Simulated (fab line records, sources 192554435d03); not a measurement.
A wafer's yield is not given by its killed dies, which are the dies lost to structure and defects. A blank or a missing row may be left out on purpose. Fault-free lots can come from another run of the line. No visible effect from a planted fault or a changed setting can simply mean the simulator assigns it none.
Chamber matching || flow n5_finfet || N5_SDB_HM_DEP_00 on pecvd-02 has 3 sister chambers
The step deposits SiNx from SiH4/NH3/N2, target thk 40 nm, time 35.3 s. 27 wafers are shown with their chamber, then 12 later ones without.

## WAFERS, EACH WITH ITS CHAMBER
{"wafer": "L074.1", "chamber": 2, "throttle_valve_pct (%)": 38.5, "heater_power_w (W)": 643, "showerhead_plenum_p_Torr (Torr)": 5.15}
{"wafer": "L074.3", "chamber": 1, "throttle_valve_pct (%)": 42.7, "heater_power_w (W)": 731, "showerhead_plenum_p_Torr (Torr)": 5.14}
{"wafer": "L074.5", "chamber": 2, "throttle_valve_pct (%)": 38.6, "heater_power_w (W)": 621, "showerhead_plenum_p_Torr (Torr)": 5.14}
{"wafer": "L076.1", "chamber": 2, "throttle_valve_pct (%)": 38.5, "heater_power_w (W)": 539, "showerhead_plenum_p_Torr (Torr)": 5.13}
{"wafer": "L076.2", "chamber": 1, "throttle_valve_pct (%)": 42.7, "heater_power_w (W)": 746, "showerhead_plenum_p_Torr (Torr)": 5.16}
{"wafer": "L076.3", "chamber": 0, "throttle_valve_pct (%)": 41.7, "heater_power_w (W)": 792, "showerhead_plenum_p_Torr (Torr)": 5.16}
{"wafer": "L077.1", "chamber": 2, "throttle_valve_pct (%)": 38.5, "heater_power_w (W)": 654, "showerhead_plenum_p_Torr (Torr)": 5.15}
{"wafer": "L077.2", "chamber": 1, "throttle_valve_pct (%)": 42.5, "heater_power_w (W)": 753, "showerhead_plenum_p_Torr (Torr)": 5.15}
{"wafer": "L077.4", "chamber": 0, "throttle_valve_pct (%)": 41.6, "heater_power_w (W)": 795, "showerhead_plenum_p_Torr (Torr)": 5.14}
{"wafer": "L081.1", "chamber": 2, "throttle_valve_pct (%)": 38.9, "heater_power_w (W)": 606, "showerhead_plenum_p_Torr (Torr)": 5.14}
{"wafer": "L081.3", "chamber": 1, "throttle_valve_pct (%)": 42.7, "heater_power_w (W)": 805, "showerhead_plenum_p_Torr (Torr)": 5.16}
{"wafer": "L081.6", "chamber": 0, "throttle_valve_pct (%)": 41.6, "heater_power_w (W)": 813, "showerhead_plenum_p_Torr (Torr)": 5.14}
{"wafer": "L083.3", "chamber": 2, "throttle_valve_pct (%)": 38.9, "heater_power_w (W)": 561, "showerhead_plenum_p_Torr (Torr)": 5.13}
{"wafer": "L083.4", "chamber": 1, "throttle_valve_pct (%)": 42.6, "heater_power_w (W)": 723, "showerhead_plenum_p_Torr (Torr)": 5.16}
{"wafer": "L083.6", "chamber": 0, "throttle_valve_pct (%)": 41.7, "heater_power_w (W)": 798, "showerhead_plenum_p_Torr (Torr)": 5.16}
{"wafer": "L084.1", "chamber": 2, "throttle_valve_pct (%)": 39.3, "heater_power_w (W)": 630, "showerhead_plenum_p_Torr (Torr)": 5.13}
{"wafer": "L084.5", "chamber": 1, "throttle_valve_pct (%)": 42.8, "heater_power_w (W)": 774, "showerhead_plenum_p_Torr (Torr)": 5.15}
{"wafer": "L084.6", "chamber": 2, "throttle_valve_pct (%)": 38.9, "heater_power_w (W)": 620, "showerhead_plenum_p_Torr (Torr)": 5.14}
{"wafer": "L086.1", "chamber": 1, "throttle_valve_pct (%)": 42.9, "heater_power_w (W)": 789, "showerhead_plenum_p_Torr (Torr)": 5.16}
{"wafer": "L086.4", "chamber": 0, "throttle_valve_pct (%)": 41.8, "heater_power_w (W)": 825, "showerhead_plenum_p_Torr (Torr)": 5.14}
{"wafer": "L086.5", "chamber": 1, "throttle_valve_pct (%)": 42.8, "heater_power_w (W)": 766, "showerhead_plenum_p_Torr (Torr)": 5.16}
{"wafer": "L087.1", "chamber": 0, "throttle_valve_pct (%)": 41.8, "heater_power_w (W)": 778, "showerhead_plenum_p_Torr (Torr)": 5.13}
{"wafer": "L087.3", "chamber": 2, "throttle_valve_pct (%)": 39.2, "heater_power_w (W)": 618, "showerhead_plenum_p_Torr (Torr)": 5.14}
{"wafer": "L087.5", "chamber": 0, "throttle_valve_pct (%)": 41.8, "heater_power_w (W)": 760, "showerhead_plenum_p_Torr (Torr)": 5.14}
{"wafer": "L088.1", "chamber": 0, "throttle_valve_pct (%)": 41.4, "heater_power_w (W)": 737, "showerhead_plenum_p_Torr (Torr)": 5.15}
{"wafer": "L088.2", "chamber": 2, "throttle_valve_pct (%)": 39.1, "heater_power_w (W)": 581, "showerhead_plenum_p_Torr (Torr)": 5.14}
{"wafer": "L088.4", "chamber": 2, "throttle_valve_pct (%)": 39.1, "heater_power_w (W)": 579, "showerhead_plenum_p_Torr (Torr)": 5.15}

SIGNATURES, as means of the wafers listed above
{"reading": "throttle_valve_pct", "chamber 0": 41.675, "chamber 1": 42.712, "chamber 2": 38.864, "scatter within a chamber": 0.217}
{"reading": "heater_power_w", "chamber 0": 787.25, "chamber 1": 760.88, "chamber 2": 604.73, "scatter within a chamber": 31.5}
{"reading": "showerhead_plenum_p_Torr", "chamber 0": 5.1450, "chamber 1": 5.1550, "chamber 2": 5.1400, "scatter within a chamber": 0.00866}
Rule: a wafer's distance from a chamber is the root of the sum, over the readings, of the square of ((its reading less the chamber's mean) divided by the reading's scatter). If the next closest chamber is less than 2 further off than the closest, the wafer can't be placed; otherwise it belongs to the closest. The scatter: the root of (the sum of the squares of (reading less its chamber's mean) over the shown wafers, divided by (wafers less chambers)).

## WAFERS MISSING THEIR CHAMBER
{"wafer": "L091.4", "throttle_valve_pct (%)": 41.7, "heater_power_w (W)": 809, "showerhead_plenum_p_Torr (Torr)": 5.15}
{"wafer": "L091.5", "throttle_valve_pct (%)": 42.7, "heater_power_w (W)": 680, "showerhead_plenum_p_Torr (Torr)": 5.16}
{"wafer": "L091.6", "throttle_valve_pct (%)": 39.1, "heater_power_w (W)": 621, "showerhead_plenum_p_Torr (Torr)": 5.13}
{"wafer": "L093.1", "throttle_valve_pct (%)": 42.4, "heater_power_w (W)": 785, "showerhead_plenum_p_Torr (Torr)": 5.17}
{"wafer": "L093.4", "throttle_valve_pct (%)": 39.6, "heater_power_w (W)": 640, "showerhead_plenum_p_Torr (Torr)": 5.14}
{"wafer": "L093.5", "throttle_valve_pct (%)": 42.9, "heater_power_w (W)": 786, "showerhead_plenum_p_Torr (Torr)": 5.16}
{"wafer": "L095.1", "throttle_valve_pct (%)": 39.4, "heater_power_w (W)": 542, "showerhead_plenum_p_Torr (Torr)": 5.15}
{"wafer": "L095.3", "throttle_valve_pct (%)": 42.6, "heater_power_w (W)": 730, "showerhead_plenum_p_Torr (Torr)": 5.16}
{"wafer": "L095.6", "throttle_valve_pct (%)": 39.4, "heater_power_w (W)": 544, "showerhead_plenum_p_Torr (Torr)": 5.14}
{"wafer": "L096.1", "throttle_valve_pct (%)": 41.9, "heater_power_w (W)": 780, "showerhead_plenum_p_Torr (Torr)": 5.15}
{"wafer": "L096.5", "throttle_valve_pct (%)": 41.6, "heater_power_w (W)": 758, "showerhead_plenum_p_Torr (Torr)": 5.14}
{"wafer": "L096.6", "throttle_valve_pct (%)": 39.6, "heater_power_w (W)": 642, "showerhead_plenum_p_Torr (Torr)": 5.14}

## EACH ONE'S CHAMBER
{"wafer": "L091.4", "from the rows above": 0, "in truth": 0}
{"wafer": "L091.5", "from the rows above": 1, "in truth": 1}
{"wafer": "L091.6", "from the rows above": 2, "in truth": 2}
{"wafer": "L093.1", "from the rows above": 1, "in truth": 1}
{"wafer": "L093.4", "from the rows above": 2, "in truth": 2}
{"wafer": "L093.5", "from the rows above": 1, "in truth": 1}
{"wafer": "L095.1", "from the rows above": 2, "in truth": 2}
{"wafer": "L095.3", "from the rows above": 1, "in truth": 1}
{"wafer": "L095.6", "from the rows above": 2, "in truth": 2}
{"wafer": "L096.1", "from the rows above": 0, "in truth": 0}
{"wafer": "L096.5", "from the rows above": 0, "in truth": 0}
{"wafer": "L096.6", "from the rows above": 2, "in truth": 2}
Placed correctly: 12 of 12. Left unplaced by these rows: 0. Number placed wrongly: 0.
